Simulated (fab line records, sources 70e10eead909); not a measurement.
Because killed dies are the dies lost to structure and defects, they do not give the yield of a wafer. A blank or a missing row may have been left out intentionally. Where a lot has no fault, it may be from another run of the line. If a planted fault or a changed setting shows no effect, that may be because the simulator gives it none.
Which tool is to blame? :: flow nand harc :: Sampling: 6 lots, 18 wafers, 2 of 1302 route steps

== WHAT THE GAUGES SHOWED, per wafer ==
NHARC_P_GATE_CD_MEAS_59: the cd target is 720 nm.
lot: L837
measured: day 6 08:37
on: cd sem-01
cd nm (nm): 719.7 722.6 718.8

lot: L839
measured: day 7 11:40
on: cd sem-01
cd nm (nm): 719.1 721.0 719.2

lot: L842
measured: day 8 10:28
on: cd sem-02
cd nm (nm): 719.7 719.7 717.7

lot: L845
measured: day 10 01:31
on: cd sem-02
cd nm (nm): 720.7 722.8 718.5

lot: L855
measured: day 13 18:32
on: cd sem-02
cd nm (nm): 718.3 720.4 721.5

lot: L857
measured: day 14 22:00
on: cd sem-03
cd nm (nm): 720.7 717.2 721.4

== EACH LOT AND THE TOOL THAT RAN IT (in order: tool; ch and the chambers of the sampled wafers; start) ==
lot: L837
NHARC_P_GATE_EXPOSE_56: krf scanner-04 ch 0, day 6 08:28

lot: L839
NHARC_P_GATE_EXPOSE_56: krf scanner-03 ch 0, day 7 11:31

lot: L842
NHARC_P_GATE_EXPOSE_56: krf scanner-02 ch 0, day 8 10:19

lot: L845
NHARC_P_GATE_EXPOSE_56: krf scanner-04 ch 0, day 10 01:22

lot: L855
NHARC_P_GATE_EXPOSE_56: krf scanner-03 ch 0, day 13 18:23

lot: L857
NHARC_P_GATE_EXPOSE_56: krf scanner-04 ch 0, day 14 21:51
- NHARC_P_GATE_EXPOSE_56: exposes mask P PSD, target cd 720 nm.

== THE ANSWER, worked out from the rows above alone ==
Rule: usual is defined by the lots themselves. Put in order of their means at a reading, lots are off if they are a third of the lots or fewer, leave a main group of 4 or more, and stand apart from it by a gap of 3 or more times the standard deviation of the main group's means; of several such gaps the widest counts. If all means in a main group match to the digits the tables above print for the reading, that group is not used. A lot without any number at a reading at which 4 lots or more have one is off too. The other lots that the step has rows for count as sound.
None of the lots is off at any reading shown; this tells nothing.

== WHAT THE SIMULATOR PUT IN ==
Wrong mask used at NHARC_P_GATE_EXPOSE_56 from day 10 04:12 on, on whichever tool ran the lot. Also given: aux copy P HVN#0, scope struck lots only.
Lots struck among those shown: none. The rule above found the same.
